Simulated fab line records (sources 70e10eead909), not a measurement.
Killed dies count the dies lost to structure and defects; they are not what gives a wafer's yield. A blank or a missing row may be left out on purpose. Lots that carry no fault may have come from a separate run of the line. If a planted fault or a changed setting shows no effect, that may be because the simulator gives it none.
A struck lot beside a sound one || flow nand-harc || 40 steps out of a route of 1302
Sound: wafers L311.2, L311.3, L311.5. Struck: wafers L323.2, L323.4, L323.5. The cause is given at the end.
At each step with rows: each side's tool, then ch and its chambers, then its first start. Under that, the readings that differ: sound wafers || struck wafers || difference of the means || sigmas: that difference in standard deviations of wafers without a fault.
alike: readings with means less than 2 such deviations apart, plus words and numbers identical on both sides. not compared: withheld readings, readings lacking a value on some wafer, bounds such as >300 that could conceal the same value, and numbers that have no deviation in the record and whose values overlap.
Wherever a step has rows on one side only, a row that says differs or no value, or a row with sigmas, the two part there. Numbers that have no deviation but don't overlap get no sigmas and don't part them. A reading that every wafer of one side lacks parts them only if that side has two wafers or more.

first, 1 step without rows for these wafers: NHARC_A_CONTACT_DESCUM_13 (chemistry O2, time 3 s).
NHARC_A_CONTACT_ETCH_88: etches the open film in CF4, target depth 39 nm, time 65 s.
  sound on rie-diel-05 ch 1,3, day 23 06:32; struck on rie-diel-10 ch 0,1,2, day 27 22:31
{"reading": "drypump-motor-current-A (A)", "sound": "4.9 4.8 4.9", "struck": "5.8 5.7 6.2", "difference": "+1.0", "sigmas": "+2"}
  alike: bias-w, oes-product-au, rf-vpp-V, showerhead-plenum-p-Torr, throttle-valve-pct
  not compared: rf-hours-counter-h
then, 2 steps without rows for these wafers: NHARC_A_CONTACT_ETCH_89 (etches the open film in N2/H2, target depth 260 nm, time 475.3 s); NHARC_A_CONTACT_ETCH_30 (etches the open film in CF4/CHF3, target depth 72.6 nm, time 36.3 s).
NHARC_A_CONTACT_ETCH_31: etches the open film in O2/COS, target depth 2800 nm, time 728 s.
  sound: rie-diel-05 ch 0,2,3; struck: rie-diel-10 ch 0,2,3
  alike: bias-w, drypump-motor-current-A, oes-product-au, rf-vpp-V, showerhead-plenum-p-Torr, throttle-valve-pct
  not compared: rf-hours-counter-h
NHARC_A_CONTACT_ETCH_134: etches the open film in C4F8/O2/Ar, time 140 s, target depth 700 nm.
  sound on har-cap-etch-02 ch 0,1, day 23 08:08; struck on har-cap-etch-02 ch 0,1, day 27 23:40
  alike: oes-air-line-au
  not compared: rf-hours-counter-h
then, 1 step without rows for these wafers: NHARC_A_CONTACT_ETCH_135 (etches the open film in C4F8/O2/Ar, time 311 s, target depth 1912 nm).
NHARC_A_CONTACT_ETCH_136: etches the open film in C4F8/O2/Ar, time 311 s, target depth 1912 nm.
  sound on har-cap-etch-02 ch 0,1, day 23 08:37; struck on har-cap-etch-02 ch 0,1, day 28 00:08
  alike: oes-air-line-au
  not compared: rf-hours-counter-h
then, 4 steps without rows for these wafers: NHARC_A_CONTACT_ETCH_137 (etches the open film in C4F8/O2/Ar, time 311 s, target depth 1912 nm); NHARC_A_CONTACT_ETCH_138 (etches the open film in C4F8/O2/Ar, time 311 s, target depth 1914 nm); NHARC_A_CONTACT_ETCH_139 (etches the open film in C4F8/O2/Ar, time 195 s, target depth 840 nm); NHARC_A_CONTACT_ETCH_92 (etches the open film in CH3F/O2, target depth 40 nm, time 85.7 s).
NHARC_A_CONTACT_ETCH_98: etches the open film in C4F6/O2, target depth 20 nm, time 10 s.
  sound on rie-diel-10 ch 2,3, day 23 10:05; struck on rie-diel-10 ch 0,2, day 28 01:44
{"reading": "oes-product-au (a.u.)", "sound": "0.996 1.003 1.004", "struck": "0.967 0.961 0.953", "difference": -0.041, "sigmas": -2}
  alike: bias-w, drypump-motor-current-A, rf-vpp-V, showerhead-plenum-p-Torr, throttle-valve-pct
  not compared: rf-hours-counter-h
NHARC_A_CONTACT_CD_MEAS_15:
  sound on cd-sem-01, day 23 10:11; struck on cd-sem-02, day 28 01:50
  alike: cd-nm
then, 3 steps without rows for these wafers: NHARC_A_CONTACT_STRIP_107 (strips in N2/H2); NHARC_A_CONTACT_STRIP_108 (strips in CF4/CHF3); NHARC_A_CONTACT_STRIP_109 (strips in O2/COS).
NHARC_A_CONTACT_ETCH_110: etches the open film in CF4/O2, target depth 60 nm, overetch 6 nm, time 33 s.
  sound on rie-diel-05 ch 0,1,3, day 23 10:28; struck on rie-diel-10 ch 0,2, day 28 02:14
  alike: bias-w, drypump-motor-current-A, oes-product-au, rf-vpp-V, showerhead-plenum-p-Torr, throttle-valve-pct
  not compared: rf-hours-counter-h
then, 16 steps without rows for these wafers: NHARC_A_CONTACT_STRIP_26 (strips in O2); NHARC_A_CONTACT_STRIP_27 (strips in post etch residue remover, time 600 s); NHARC_A_CONTACT_ALD_18 (deposits TiN, target thk 3 nm, pulse time 1 s, ald cycles 150); NHARC_A_CONTACT_CVD_19 (deposits W, target thk 300 nm, time 802 s); NHARC_A_CONTACT_CMP_20 (polishes, t overpolish 30 s, target thk 300 nm); NHARC_A_CONTACT_SRD_22; NHARC_A_BLC_DEHYDRATE_00 (time 120 s); NHARC_A_BLC_HMDS_01 (time 30 s); NHARC_A_BLC_COAT_02 (time 75 s); NHARC_A_BLC_COAT_03 (time 65 s); NHARC_A_BLC_COAT_04 (resist thk 90 nm); NHARC_A_BLC_SOFTBAKE_05 (time 55 s); NHARC_A_BLC_EBR_06; NHARC_A_BLC_EXPOSE_07 (exposes mask A BLC, target cd 100 nm); NHARC_A_BLC_PEB_08 (peb time 65 s); NHARC_A_BLC_DEVELOP_09 (develop time 35 s).
NHARC_A_BLC_CD_MEAS_10: the cd target is 100 nm.
  sound on cd-sem-01 ch 0, day 23 13:08; struck on cd-sem-01 ch 0, day 28 05:04
  alike: cd-nm
NHARC_A_BLC_OVL_MEAS_11:
  sound on overlay-02, day 23 13:14; struck on overlay-01, day 28 05:09
  alike: overlay-x-nm, overlay-y-nm
then, 3 steps without rows for these wafers: NHARC_A_BLC_DESCUM_15 (chemistry O2, time 3 s); NHARC_A_BLC_ETCH_16 (etches the open film in CF4, target depth 39 nm, time 65 s); NHARC_A_BLC_ETCH_17 (etches the open film in N2/H2, target depth 390 nm, time 609.38 s).
NHARC_END_SORT_01:
  at this point the record logs the struck wafers (prober-02 ch 0, day 30 02:07) and has no rows for the sound ones

## WHERE THEY PART
Earliest at NHARC_A_CONTACT_ETCH_88; latest, in this record, at NHARC_END_SORT_01.

WHY: the cause the simulator had injected
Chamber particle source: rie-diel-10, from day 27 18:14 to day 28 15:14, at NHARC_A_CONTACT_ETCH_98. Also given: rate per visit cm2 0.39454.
